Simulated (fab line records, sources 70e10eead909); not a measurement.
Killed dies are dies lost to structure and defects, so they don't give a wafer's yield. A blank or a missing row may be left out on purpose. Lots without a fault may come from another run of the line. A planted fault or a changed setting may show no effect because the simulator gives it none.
Chamber matching | flow nand_harc | NHARC_A_WL_FILL_ALD_10 on ald_hk-03: 4 sister chambers
The step deposits SiO2, target thk 50 nm, pulse time 10 s, ald cycles 500. 4 wafers are shown with their chamber, then 9 later ones without.

WAFERS WITH THEIR CHAMBER
wafer  | chamber | heater_power_w (W)
L085.3 | 1       | 435
L086.1 | 2       | 460
L086.5 | 0       | 460
L086.6 | 3       | 489

WAFERS WITHOUT THEIR CHAMBER
wafer  | heater_power_w (W)
L091.1 | 499
L091.2 | 475
L091.3 | 420
L092.4 | 517
L092.5 | 503
L092.6 | 464
L095.4 | 495
L095.5 | 464
L095.6 | 492

WHICH CHAMBER EACH WENT THROUGH
wafer  | from the rows above               | in truth
L091.1 | 3                                 | 3
L091.2 | can't be placed: 3 or 0 or 2 or 1 | 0
L091.3 | can't be placed: 1 or 0 or 2      | 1
L092.4 | 3                                 | 3
L092.5 | 3                                 | 3
L092.6 | can't be placed: 0 or 2 or 3 or 1 | 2
L095.4 | 3                                 | 3
L095.5 | can't be placed: 0 or 2 or 3 or 1 | 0
L095.6 | 3                                 | 3
Placed correctly: 5 of 9. Can't be placed from these rows: 4 (the true chamber is among the candidates in 4). Placed wrongly: 0.
How it was worked out, from the rows above alone: a wafer's distance from a chamber is the root of the sum, over the readings, of the square of ((its reading less the chamber's mean) divided by the reading's scatter). The wafer belongs to the nearest chamber; if the next one is less than 2 further off, it can't be placed. A chamber's mean is the mean of its shown wafers. The scatter: with one shown wafer a chamber, the root of the mean of the squares of how far each hidden wafer lies from its nearest shown one.
